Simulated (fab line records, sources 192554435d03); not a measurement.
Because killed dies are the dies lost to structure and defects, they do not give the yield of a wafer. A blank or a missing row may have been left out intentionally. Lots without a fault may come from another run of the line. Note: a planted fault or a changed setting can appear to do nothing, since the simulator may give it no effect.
Chamber matching / flow n5 finfet / 4 sister chambers for N5_DUMMY_GATE_ETCH_42 on rie diel-01
The step etches SiO2 in CHF3/O2, target depth 3.5 nm, time 31 s. 4 wafers are shown with their chamber, then 7 later ones without.

## EACH WAFER AND ITS CHAMBER
wafer=L081.3; chamber=2; showerhead plenum p Torr (Torr)=2.34
wafer=L088.2; chamber=1; showerhead plenum p Torr (Torr)=2.36
wafer=L088.6; chamber=0; showerhead plenum p Torr (Torr)=2.39
wafer=L090.4; chamber=3; showerhead plenum p Torr (Torr)=2.52

## WAFERS WITH NO CHAMBER GIVEN
wafer=L090.5; showerhead plenum p Torr (Torr)=2.36
wafer=L092.4; showerhead plenum p Torr (Torr)=2.52
wafer=L092.5; showerhead plenum p Torr (Torr)=2.33
wafer=L092.6; showerhead plenum p Torr (Torr)=2.36
wafer=L096.3; showerhead plenum p Torr (Torr)=2.39
wafer=L096.4; showerhead plenum p Torr (Torr)=2.35
wafer=L096.6; showerhead plenum p Torr (Torr)=2.39

## WHICH CHAMBER EACH WENT THROUGH
wafer=L090.5; from the rows above=1; in truth=1
wafer=L092.4; from the rows above=3; in truth=3
wafer=L092.5; from the rows above=2; in truth=2
wafer=L092.6; from the rows above=1; in truth=1
wafer=L096.3; from the rows above=0; in truth=0
wafer=L096.4; from the rows above=can't be placed: 1 or 2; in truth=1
wafer=L096.6; from the rows above=0; in truth=0
Placed correctly: 6 of 7. Not placeable from these rows: 1 (in 1, the candidates include the true chamber). Wrongly placed: 0.
How it was worked out, from the rows above alone: a wafer's distance from a chamber is the root of the sum, over the readings, of the square of ((its reading less the chamber's mean) divided by the reading's scatter). The wafer belongs to the nearest chamber; if the next one is less than 2 further off, it can't be placed. Each chamber's mean is taken over the wafers shown for it. The scatter (one wafer shown for each chamber): square how far every hidden wafer sits from the nearest shown wafer, average those squares and take the square root.
